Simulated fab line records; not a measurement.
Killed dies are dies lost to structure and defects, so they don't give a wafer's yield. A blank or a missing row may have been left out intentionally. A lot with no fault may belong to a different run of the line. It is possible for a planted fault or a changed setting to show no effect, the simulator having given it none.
Matching of chambers ; flow n5 finfet ; N5_BEOL_M15_DESCUM_15 on rie diel-05: 3 sister chambers
The step chemistry O2, time 7.9 s. 6 wafers are shown with their chamber, then 7 later ones without.

## WAFERS WITH THEIR CHAMBER
wafer;chamber;drypump motor current A (A);throttle valve pct (%)
L080.4;0;5.3;20.22
L083.2;0;5.3;20.25
L083.3;1;5.1;20.65
L084.3;2;6.4;20.44
L084.5;1;5.1;20.63
L084.6;2;6.3;20.43

## WAFERS MISSING THEIR CHAMBER
wafer;drypump motor current A (A);throttle valve pct (%)
L088.1;6.3;20.43
L088.2;5.1;20.65
L088.5;5.1;20.66
L092.2;6.3;19.95
L092.5;5.3;20.27
L094.2;5.3;20.27
L094.3;6.3;19.97

## THE CHAMBER EACH PASSED THROUGH
wafer;from the rows above;in truth
L088.1;2;2
L088.2;1;1
L088.5;1;1
L092.2;can't be placed: 0 or 2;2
L092.5;0;0
L094.2;0;0
L094.3;can't be placed: 0 or 2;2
Correct placement for 5 of the 7. From these rows, 2 cannot be placed; in 2 the true chamber is one of the candidates. 0 placed wrongly.
How it was worked out, from the rows above alone: a wafer's distance from a chamber is the root of the sum, over the readings, of the square of ((its reading less the chamber's mean) divided by the reading's scatter). If the next closest chamber is less than 2 further off than the closest, the wafer can't be placed; otherwise it belongs to the closest. The mean given for a chamber averages the wafers shown for that chamber. How the scatter is found: for the shown wafers, subtract from each reading the mean of its chamber, square and add these, divide the total by (wafers less chambers), then take the root.
